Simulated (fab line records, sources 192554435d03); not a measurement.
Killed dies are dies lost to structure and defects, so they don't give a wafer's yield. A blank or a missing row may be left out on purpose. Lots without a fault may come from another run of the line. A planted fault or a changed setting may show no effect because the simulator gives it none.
fab line records | flow n5_finfet
record lots=11 wafers=33 last_day=16
route steps=1938 shown BEOL_M10@1528 PASSIVATION@1908
lots that met no fault: from a run of the same line without faults
start_h: hours from the record's first day to the start of the lot's first wafer shown | wait_h: hours since the lot's step before | " the same as in the row above | L1.1+2: a row that stands for several wafers | - no value, or no start given | * or withheld: withheld | < > ~ a bound
route shown NAME@n: a module of which the file shows steps, and the number in the route of the first | usual: mean/standard deviation of fault-free wafers | same: alike in all rows | chamber/n: place in a boat | sites: the reading at each site | _std_site: their standard deviation | _edge_site: outer sites' mean less inner sites' | radius_mm: how far each site lies from the wafer's centre | mask NAME#n: copy n | behind: the tool/chamber that last shaped the wafer | hold: why the lot was held/for how many hours/how that ended | device: the transistor (n, p or np) that didn't switch | end of line: the same wafers' tests at the end of the route | a step without rows: its recipe alone | killed: dies lost to structure and defects at the first sort, not the wafer's yield | map: a wafer's dies, x killed, . not, _ none there
set.NAME: the setting as run; set.NAME@STEP: as run at that earlier step | model.NAME: the simulator's own value behind a step, which no gauge read
steps of the route over a sample of lots; a table a step, a row a wafer
services: from which hour (start_h, from the record's first day; less than 0 if before it) a tool's chamber was out of use, for how many hours, and why
## steps
# step N5_BEOL_M10_ECD_50
# recipe material=Cu target_thk_a=3180
# columns lot.wafer tool chamber start_h wait_h
L766.2+3+6 ecd_cu-02 1 219.10 0.1
L767.1+2+3 ecd_cu-01 1,0,0 219.51 0.1
L768.1+3+4 ecd_cu-02 0,1,0 222.59 0.1
L771.2+4+5 ecd_cu-02 1,1,0 244.49 0.1
L773.2+3+6 ecd_cu-02 1,1,0 247.38 0.1
L777.3+4+6 ecd_cu-02 0,1,0 282.65 0.1
L778.1+3+5 ecd_cu-02 0,1,1 282.81 0.1
L780.1+2+4 ecd_cu-02 0,1,1 302.16 0.1
L785.2+3+4 ecd_cu-02 1,1,0 328.34 0.1
L784.4+5+6 ecd_cu-02 1,0,1 335.95 0.1
L786.1+4+5 ecd_cu-02 1,0,0 339.57 0.1
# step N5_PASSIVATION_DESCUM_32
# recipe chemistry=O2 time_s=7.9 source_power_w=50 bias_power_w=20 pressure_mtorr=20 rf_frequency_hz=2.712e+07 temp_c=40 o2_flow_sccm=225
# usual drypump_motor_current_A=5.9/0.41 oes_product_au=0.83/0.086 rf_vpp_V=243.2/1.2 showerhead_plenum_p_Torr=2.10/0.069 throttle_valve_pct=20.22/0.23
# columns lot.wafer tool chamber start_h wait_h drypump_motor_current_A oes_product_au rf_hours_counter_h rf_vpp_V showerhead_plenum_p_Torr throttle_valve_pct
L766.2 rie_diel-03 0 259.42 0.0 6.3 0.91 24 241.2 2.05 19.92
L766.3 " 3 " " 6.3 0.95 9 244.2 2.06 20.43
L766.6 " 3 " " 6.3 0.95 - 241.1 2.06 20.39
L767.1 rie_diel-03 1 263.17 0.0 5.8 0.69 238 243.9 2.16 20.44
L767.2 " 0 " " 6.3 0.90 26 241.3 2.05 19.92
L767.3 " 3 " " 6.3 0.94 11 243.8 2.06 20.43
L768.1 rie_diel-03 2 264.77 0.1 6.4 0.69 230 242.2 1.98 20.40
L768.3 " 1 " " 5.8 0.69 238 244.2 2.16 20.44
L768.4 " 0 " " 6.3 0.91 26 242.5 2.05 19.93
L771.2 rie_diel-03 3 287.91 0.1 6.3 0.92 18 244.3 2.06 20.42
L771.4 " 1 " " 5.8 0.69 247 244.4 2.15 20.46
L771.5 " 1 " " 5.8 0.68 - 242.9 2.15 20.45
L773.2 rie_diel-02 0 293.60 0.0 5.5 0.76 147 240.6 2.08 20.00
L773.3 " 2 " " 5.6 0.87 54 242.3 2.13 20.66
L773.6 " 0 " " 5.5 0.75 - 243.0 2.08 20.01
L777.3 rie_diel-02 3 326.29 0.0 5.8 0.75 145 244.8 2.09 20.46
L777.4 " 1 " " 4.8 0.93 18 245.3 2.23 20.03
L777.6 " 1 " " 4.8 0.92 - 244.8 2.23 20.03
L778.1 rie_diel-03 1 328.60 0.3 5.8 0.97 3 243.0 2.15 20.12
L778.3 " 3 " " 6.3 0.89 34 241.5 2.06 20.43
L778.5 " 3 " " 6.3 0.88 - 241.4 2.06 20.45
L780.1 rie_diel-03 1 345.98 0.0 5.8 0.94 12 243.6 2.15 20.13
L780.2 " 3 " " 6.3 0.88 43 242.6 2.05 20.45
L780.4 " 1 " " 5.8 0.93 - 244.0 2.15 20.13
L785.2 rie_diel-01 0 365.12 0.2 6.2 0.83 72 243.4 2.11 19.89
L785.3 " 3 " " 6.2 0.78 114 244.0 2.20 20.21
L785.4 " 3 " " 6.2 0.78 - 244.2 2.20 20.22
L784.4 rie_diel-03 0 374.95 0.0 6.3 0.83 70 242.0 2.03 19.99
L784.5 " 1 " " 5.8 0.90 - 243.4 2.15 20.14
L784.6 " 2 " " 6.4 0.97 - 245.7 2.23 20.06
L786.1 rie_diel-01 0 382.95 0.0 6.2 0.82 78 242.8 2.11 19.91
L786.4 " 1 " " 5.9 0.78 109 241.0 2.01 20.27
L786.5 " 3 " " 6.2 0.77 - 244.4 2.19 20.23
# step N5_PASSIVATION_DESCUM_46
# recipe chemistry=O2 time_s=7.9 source_power_w=50 bias_power_w=20 pressure_mtorr=20 rf_frequency_hz=2.712e+07 temp_c=40 o2_flow_sccm=225
# usual drypump_motor_current_A=5.8/0.4 oes_product_au=0.82/0.078 rf_vpp_V=243.4/1.3 showerhead_plenum_p_Torr=2.11/0.066 throttle_valve_pct=20.26/0.25
# columns lot.wafer tool chamber start_h wait_h drypump_motor_current_A oes_product_au rf_hours_counter_h rf_vpp_V showerhead_plenum_p_Torr throttle_valve_pct
L766.2 rie_diel-02 2 261.27 0.0 5.6 0.89 44 244.5 2.13 20.65
L766.3 " 3 " " 5.9 0.77 123 243.5 2.10 20.43
L766.6 " 2 " " 5.6 0.90 - 243.2 2.13 20.66
L767.1 rie_diel-02 3 264.92 0.0 5.8 0.76 124 242.4 2.10 20.42
L767.2 " 2 " " 5.7 0.88 45 242.7 2.13 20.65
L767.3 " 0 " " 5.5 0.77 138 244.9 2.09 19.98
L768.1 rie_diel-02 2 266.88 0.1 5.6 0.88 47 244.6 2.13 20.65
L768.3 " 3 " " 5.9 0.76 125 242.4 2.10 20.42
L768.4 " 2 " " 5.6 0.89 - 245.0 2.13 20.64
L771.2 rie_diel-03 0 289.77 0.0 6.3 0.89 35 241.7 2.04 19.93
L771.4 " 1 " " 5.8 0.68 248 244.1 2.15 20.47
L771.5 " 2 " " 6.4 0.69 - 241.7 1.98 20.43
L773.2 rie_diel-01 2 295.34 0.0 5.6 0.72 222 242.2 2.06 20.13
L773.3 " 1 " " 5.9 0.82 77 243.5 2.02 20.21
L773.6 " 1 " " 5.9 0.83 - 241.7 2.02 20.20
L777.3 rie_diel-02 1 328.16 0.1 4.8 0.93 18 245.0 2.23 20.04
L777.4 " 0 " " 5.5 0.74 159 242.2 2.08 20.03
L777.6 " 3 " " 5.8 0.75 - 243.7 2.09 20.47
L778.1 rie_diel-03 3 330.34 0.0 6.3 0.89 35 242.8 2.06 20.46
L778.3 " 0 " " 6.3 0.86 51 243.3 2.04 19.97
L778.5 " 1 " " 5.8 0.96 - 244.5 2.15 20.11
L780.1 rie_diel-01 3 348.36 0.0 6.2 0.79 108 245.5 2.20 20.21
L780.2 " 1 " " 5.9 0.81 95 241.4 2.01 20.23
L780.4 " 0 " " 6.2 0.83 65 245.0 2.11 19.92
L785.2 rie_diel-01 0 366.99 0.0 6.2 0.83 73 243.2 2.11 19.90
L785.3 " 1 " " 5.9 0.79 103 242.4 2.01 20.27
L785.4 " 3 " " 6.2 0.77 - 245.5 2.20 20.24
L784.4 rie_diel-03 0 376.69 0.0 6.3 0.83 71 243.0 2.03 19.99
L784.5 " 2 " " 6.4 0.97 - 246.2 2.23 20.07
L784.6 " 1 " " 5.8 0.91 - 242.2 2.15 20.14
L786.1 rie_diel-01 0 384.82 0.0 6.2 0.81 79 242.0 2.11 19.92
L786.4 " 1 " " 5.9 0.79 110 242.5 2.01 20.26
L786.5 " 1 " " 5.9 0.80 - 242.0 2.01 20.27
# step N5_PASSIVATION_STRIP_48
# recipe chemistry=O2 power_w=600 temp_c=60 pressure_mtorr=30 rf_frequency_hz=6e+07 bias_power_w=0 overash_fraction=0.5 o2_flow_sccm=225
# usual drypump_motor_current_A=5.9/0.4 oes_product_au=0.82/0.081 rf_vpp_V=3.6/2.3 showerhead_plenum_p_Torr=2.11/0.066 throttle_valve_pct=16.51/0.24
# columns lot.wafer tool chamber start_h wait_h drypump_motor_current_A oes_product_au rf_hours_counter_h rf_vpp_V showerhead_plenum_p_Torr throttle_valve_pct
L766.2 rie_diel-02 2 261.82 0.1 5.7 0.90 44 2.2 2.14 16.88
L766.3 " 3 " " 5.9 0.77 123 0 2.10 16.65
L766.6 " 2 " " 5.7 0.86 - 4.3 2.13 16.76
L767.1 rie_diel-02 3 265.48 0.1 5.9 0.80 125 8.4 2.10 16.72
L767.2 " 2 " " 5.6 0.88 46 1.8 2.13 16.81
L767.3 " 0 " " 5.5 0.77 138 5.3 2.09 16.31
L768.1 rie_diel-02 2 267.43 0.1 5.6 0.90 47 2.5 2.13 16.86
L768.3 " 3 " " 5.9 0.76 126 3.8 2.10 16.71
L768.4 " 2 " " 5.6 0.87 - 1.4 2.13 16.86
L771.2 rie_diel-03 0 290.32 0.1 6.3 0.91 35 3.6 2.05 16.21
L771.4 " 1 " " 5.8 0.70 248 4.2 2.16 16.78
L771.5 " 2 " " 6.4 0.69 - 1.4 1.98 16.82
L773.2 rie_diel-01 2 295.89 0.1 5.5 0.73 222 4.2 2.07 16.47
L773.3 " 1 " " 5.9 0.83 77 5.9 2.02 16.40
L773.6 " 1 " " 5.9 0.85 - 7.6 2.02 16.40
L777.3 rie_diel-02 1 328.71 0.1 4.8 0.94 19 0.8 2.24 16.25
L777.4 " 0 " " 5.5 0.70 159 2.7 2.08 16.32
L777.6 " 3 " " 5.9 0.75 - 3.8 2.09 16.69
L778.1 rie_diel-03 3 330.89 0.1 6.3 0.90 35 7.5 2.06 16.66
L778.3 " 0 " " 6.3 0.86 52 7.8 2.04 16.22
L778.5 " 1 " " 5.8 0.98 - 3.8 2.16 16.30
L780.1 rie_diel-01 3 348.91 0.1 6.1 0.78 108 8.4 2.20 16.48
L780.2 " 1 " " 5.9 0.79 96 1.5 2.01 16.59
L780.4 " 0 " " 6.2 0.84 66 3.9 2.12 16.17
L785.2 rie_diel-01 0 367.54 0.1 6.3 0.87 73 6.7 2.12 16.19
L785.3 " 1 " " 5.8 0.81 103 6.7 2.01 16.49
L785.4 " 3 " " 6.1 0.77 - 0.5 2.20 16.52
L784.4 rie_diel-03 0 377.25 0.1 6.3 0.81 71 4.1 2.04 16.12
L784.5 " 2 " " 6.5 0.99 - 3.7 2.23 16.35
L784.6 " 1 " " 5.8 0.93 - 5.9 2.15 16.34
L786.1 rie_diel-01 0 385.37 0.1 6.2 0.86 79 3.0 2.11 16.18
L786.4 " 1 " " 5.9 0.80 110 0 2.01 16.54
L786.5 " 1 " " 5.9 0.79 - 5.6 2.01 16.45
# step N5_PASSIVATION_PROBE_49
# usual defect_limited_yield=91.4/1.5 killed_at_M0_to_M3=31/11 killed_at_M4_up=13/5.5 killed_at_contacts=13/6.3 killed_at_front_end=40/13 killed_at_other=3.3/2.6 killed_dies=101/18 killed_on_rim=13/4 killed_open=67/13 killed_short=33/7.9 sort_bin_5_function=5.1/1 sort_bin_6_memory=3.2/0.68 sort_n_pass=1079/18 sort_yield_pct=91.4/1.5
# same gross_dies=1180 killed_at_back_side=0 sort_bin_4_leakage[%]=0 sort_bin_8_speed[%]=0
# columns lot.wafer tool chamber start_h wait_h defect_limited_yield[%] killed_at_M0_to_M3 killed_at_M4_up killed_at_contacts killed_at_front_end killed_at_other killed_dies killed_on_rim killed_open killed_short sort_bin_5_function[%] sort_bin_6_memory[%] sort_n_pass sort_yield_pct[%]
L767.1 prober-02 - 267.97 0.0 92.1 25 18 19 31 0 93 13 56 34 4.6 3.3 1087 92.1
L767.2 prober-02 - 268.02 0.1 92.4 15 16 10 48 1 90 14 56 34 5.2 2.4 1090 92.4
L767.3 prober-02 - 268.07 0.1 92.5 26 13 19 30 0 88 7 66 20 4.9 2.4 1092 92.5
L771.2 prober-02 - 292.86 0.1 91.0 24 9 2 66 5 106 12 67 35 6.4 2.1 1074 91.0
L771.4 prober-02 - 292.96 0.2 89.8 24 11 17 62 6 120 20 87 33 5.7 4.2 1060 89.8
L771.5 prober-02 - 293.01 0.2 92.2 10 20 3 55 4 92 9 59 32 4.4 3.1 1088 92.2
L780.1 prober-02 - 351.41 0.0 90.0 48 8 19 42 1 118 19 75 42 5.6 4.2 1062 90.0
L780.2 prober-02 - 351.46 0.1 92.1 32 15 3 41 2 93 20 58 34 4.7 2.8 1087 92.1
L780.4 prober-02 - 351.56 0.2 90.6 41 17 21 28 4 111 10 71 39 6.1 3.1 1069 90.6
L785.2 prober-02 - 370.08 0.1 74.2 16 244 20 24 0 304 37 57 25 15.1 9.2 876 74.2
L785.3 prober-02 - 370.13 0.1 75.0 19 239 6 28 3 295 39 48 22 14.4 8.9 885 75.0
L785.4 prober-02 - 370.18 0.2 74.7 23 224 6 44 1 298 37 55 25 13.8 10.2 882 74.7
L784.4 prober-01 - 379.89 0.2 74.9 24 218 6 44 4 296 39 47 33 17.5 6.7 884 74.9
L784.5 prober-01 - 379.94 0.2 74.2 14 233 8 40 9 304 40 53 25 14.9 9.4 876 74.2
L784.6 prober-01 - 379.99 0.3 73.3 33 222 11 47 2 315 39 71 28 16.4 9.2 865 73.3
L786.1 prober-01 - 387.87 0.0 72.5 11 261 7 43 2 324 45 37 36 17.5 8.8 856 72.5
L786.4 prober-01 - 388.02 0.2 72.0 21 246 15 42 6 330 40 64 27 16.8 10.2 850 72.0
L786.5 prober-01 - 388.07 0.2 74.1 27 213 6 54 6 306 35 72 35 14.9 9.7 874 74.1
# killed by level:class
L767.1 MOL_CONTACT_COAG:geometric_particle:open=13 GATE_CUT:geometric_particle:short=10 MOL_CONTACT_COAG:geometric_particle:short=6 BEOL_M1:geometric_particle:open=6 BEOL_M4:geometric_particle:open=6 BEOL_M2:geometric_particle:open=5 FIN_SAQP:geometric_particle:short=4 STI_FIN_REVEAL:geometric_particle:open=4
L767.2 FIN_SAQP:geometric_particle:short=14 MOL_CONTACT_COAG:geometric_particle:open=10 FIN_SAQP:geometric_particle:open=9 BEOL_M4:geometric_particle:open=9 BEOL_M1:geometric_particle:open=7 DUMMY_GATE:geometric_particle:open=6 STI_FIN_REVEAL:geometric_particle:open=5 BEOL_M1:geometric_particle:short=5
L767.3 MOL_CONTACT_COAG:geometric_particle:open=17 FIN_SAQP:geometric_particle:open=8 FIN_SAQP:geometric_particle:short=6 STARTING-WAFER:geometric_particle:open=6 BEOL_M0_SAQP:geometric_particle:open=5 BEOL_M0_SAQP:geometric_particle:short=5 BEOL_M0:geometric_particle:open=5 BEOL_M2:geometric_particle:open=5
L771.2 STI_FIN_REVEAL:geometric_particle:open=21 FIN_SAQP:geometric_particle:short=11 GATE_CUT:geometric_particle:short=8 GATE_CUT:geometric_particle:open=8 BEOL_M0_SAQP:geometric_particle:short=7 FIN_SAQP:geometric_particle:open=5 BEOL_M0_SAQP:geometric_particle:open=4 BEOL_M0:geometric_particle:open=4
L771.4 STI_FIN_REVEAL:geometric_particle:open=24 MOL_CONTACT_COAG:geometric_particle:open=16 FIN_SAQP:geometric_particle:short=10 BEOL_M3:geometric_particle:open=9 FIN_SAQP:geometric_particle:open=8 BEOL_M0_SAQP:geometric_particle:short=8 BEOL_M4:geometric_particle:open=5 STI_FIN_REVEAL:geometric_particle:short=4
L771.5 STI_FIN_REVEAL:geometric_particle:open=15 FIN_SAQP:geometric_particle:short=6 STI_FIN_REVEAL:geometric_particle:short=6 GATE_CUT:geometric_particle:short=6 FIN_SAQP:geometric_particle:open=5 BEOL_M4:geometric_particle:open=5 BEOL_M5:geometric_particle:open=5 STARTING-WAFER:geometric_particle:open=4
L780.1 MOL_CONTACT_COAG:geometric_particle:open=13 BEOL_M0:geometric_particle:open=13 DUMMY_GATE:geometric_particle:open=9 FIN_SAQP:geometric_particle:open=8 BEOL_M0_SAQP:geometric_particle:short=8 BEOL_M0_SAQP:geometric_particle:open=7 MOL_CONTACT_COAG:geometric_particle:short=6 FIN_SAQP:geometric_particle:short=5
L780.2 FIN_SAQP:geometric_particle:open=8 FIN_SAQP:geometric_particle:short=6 BEOL_M3:geometric_particle:open=6 BEOL_M6:geometric_particle:open=6 BEOL_M0_SAQP:geometric_particle:short=5 BEOL_M1:geometric_particle:short=5 BEOL_M8:geometric_particle:open=4 DUMMY_GATE:geometric_particle:open=4
L780.4 MOL_CONTACT_COAG:geometric_particle:open=15 BEOL_M0_SAQP:geometric_particle:open=11 BEOL_M0_SAQP:geometric_particle:short=11 FIN_SAQP:geometric_particle:open=7 GATE_CUT:geometric_particle:short=6 MOL_CONTACT_COAG:geometric_particle:short=6 BEOL_M3:geometric_particle:open=5 BEOL_M2:geometric_particle:open=5
L785.2 BEOL_M10:unspecified=222 BEOL_M4:geometric_particle:open=15 MOL_CONTACT_COAG:geometric_particle:short=10 MOL_CONTACT_COAG:geometric_particle:open=10 BEOL_M2:geometric_particle:open=9 FIN_SAQP:geometric_particle:open=6 FIN_SAQP:geometric_particle:short=3 STI_FIN_REVEAL:geometric_particle:open=3
L785.3 BEOL_M10:unspecified=224 FIN_SAQP:geometric_particle:open=8 BEOL_M0_SAQP:geometric_particle:open=7 BEOL_M4:geometric_particle:open=6 FIN_SAQP:geometric_particle:short=5 STI_FIN_REVEAL:geometric_particle:open=5 BEOL_M0_SAQP:geometric_particle:short=5 BEOL_M2:geometric_particle:open=4
L785.4 BEOL_M10:unspecified=216 FIN_SAQP:geometric_particle:open=14 STI_FIN_REVEAL:geometric_particle:open=13 BEOL_M2:geometric_particle:open=7 MOL_CONTACT_COAG:geometric_particle:open=6 BEOL_M0_SAQP:geometric_particle:short=6 GATE_CUT:geometric_particle:short=5 FIN_SAQP:geometric_particle:short=4
L784.4 BEOL_M10:unspecified=215 FIN_SAQP:geometric_particle:open=16 BEOL_M0_SAQP:geometric_particle:short=12 STI_FIN_REVEAL:geometric_particle:open=7 BEOL_M0_SAQP:geometric_particle:open=5 DUMMY_GATE:geometric_particle:open=4 FIN_SAQP:geometric_particle:short=3 MOL_CONTACT_COAG:geometric_particle:short=3
L784.5 BEOL_M10:unspecified=222 FIN_SAQP:geometric_particle:short=9 FIN_SAQP:geometric_particle:open=7 BEOL_M3:geometric_particle:open=6 STI_FIN_REVEAL:geometric_particle:open=5 MOL_CONTACT_COAG:geometric_particle:open=5 SPACER0:geometric_particle:open=4 ILD0:geometric_particle:open=4
L784.6 BEOL_M10:unspecified=213 FIN_SAQP:geometric_particle:open=15 STI_FIN_REVEAL:geometric_particle:open=9 MOL_CONTACT_COAG:geometric_particle:open=9 DUMMY_GATE:geometric_particle:open=6 BEOL_M0_SAQP:geometric_particle:short=5 BEOL_M0_SAQP:geometric_particle:open=5 BEOL_M1:geometric_particle:open=5
L786.1 BEOL_M10:unspecified=251 FIN_SAQP:geometric_particle:short=6 STI_FIN_REVEAL:geometric_particle:open=6 STARTING-WAFER:geometric_particle:short=6 MOL_CONTACT_COAG:geometric_particle:open=5 FIN_SAQP:geometric_particle:open=4 ILD0:geometric_particle:short=4 BEOL_M4:geometric_particle:open=4
L786.4 BEOL_M10:unspecified=239 STI_FIN_REVEAL:geometric_particle:open=13 MOL_CONTACT_COAG:geometric_particle:open=11 ILD0:geometric_particle:open=6 BEOL_M3:geometric_particle:open=6 DUMMY_GATE:geometric_particle:open=5 BEOL_M0_SAQP:geometric_particle:open=5 BEOL_M0_SAQP:geometric_particle:short=5
L786.5 BEOL_M10:unspecified=199 STI_FIN_REVEAL:geometric_particle:open=14 BEOL_M4:geometric_particle:open=10 BEOL_M2:geometric_particle:open=8 GATE_CUT:geometric_particle:open=7 DUMMY_GATE:geometric_particle:open=5 MOL_CONTACT_COAG:geometric_particle:open=5 BEOL_M3:geometric_particle:open=5
## services
# columns tool chamber start_h hours kind
rie_diel-03 3 199.55 - clean
rie_diel-03 3 199.55 - consumable_replace:focus_ring
rie_diel-03 3 199.55 31.3 scheduled_down
rie_diel-03 3 199.55 31.3 vent_cycle
ecd_cu-01 - 206.72 0.6 repair
rie_diel-01 3 225.93 4.2 repair
rie_diel-02 1 238.88 - clean
rie_diel-02 1 238.88 - consumable_replace:focus_ring
rie_diel-02 1 238.88 - consumable_replace:showerhead
ecd_cu-02 - 277.46 1.5 repair
rie_diel-03 1 296.75 - clean
rie_diel-03 1 296.75 - consumable_replace:focus_ring
rie_diel-03 1 296.75 21.4 scheduled_down
rie_diel-03 1 296.75 21.4 vent_cycle
rie_diel-03 - 297.60 0.3 repair
rie_diel-03 2 307.14 2.8 repair
rie_diel-03 2 325.56 - clean
rie_diel-03 2 325.56 - consumable_replace:focus_ring
rie_diel-03 2 325.56 - consumable_replace:showerhead
rie_diel-03 2 325.56 22.2 scheduled_down
rie_diel-03 2 325.56 22.2 vent_cycle
rie_diel-01 - 326.39 2.8 pm
rie_diel-02 1 347.22 1.7 repair
rie_diel-01 2 360.58 11.6 repair
## key
first_sign step=N5_PASSIVATION_PROBE_49 reading=killed_at_M4_up direction=up sigmas=40 usual=13 struck=233
effect step=N5_PASSIVATION_PROBE_49 reading=killed_dies direction=up sigmas=12 usual=101 struck=308
more_kills_born_at N5_BEOL_M10_ECD_50@ecd_cu-02=2001
met_at N5_BEOL_M10_ECD_50
struck_lots L784,L785,L786
not_acting_at N5_PASSIVATION_DESCUM_32,N5_PASSIVATION_DESCUM_46,N5_PASSIVATION_STRIP_48
onset_between 302.16 328.34
also_fits time
fault kind=chamber_particle_source tool=ecd_cu-02 chamber=- onset_h=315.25 steps=N5_BEOL_M10_ECD_50 rate_per_visit_cm2=0.40136 end_h=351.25
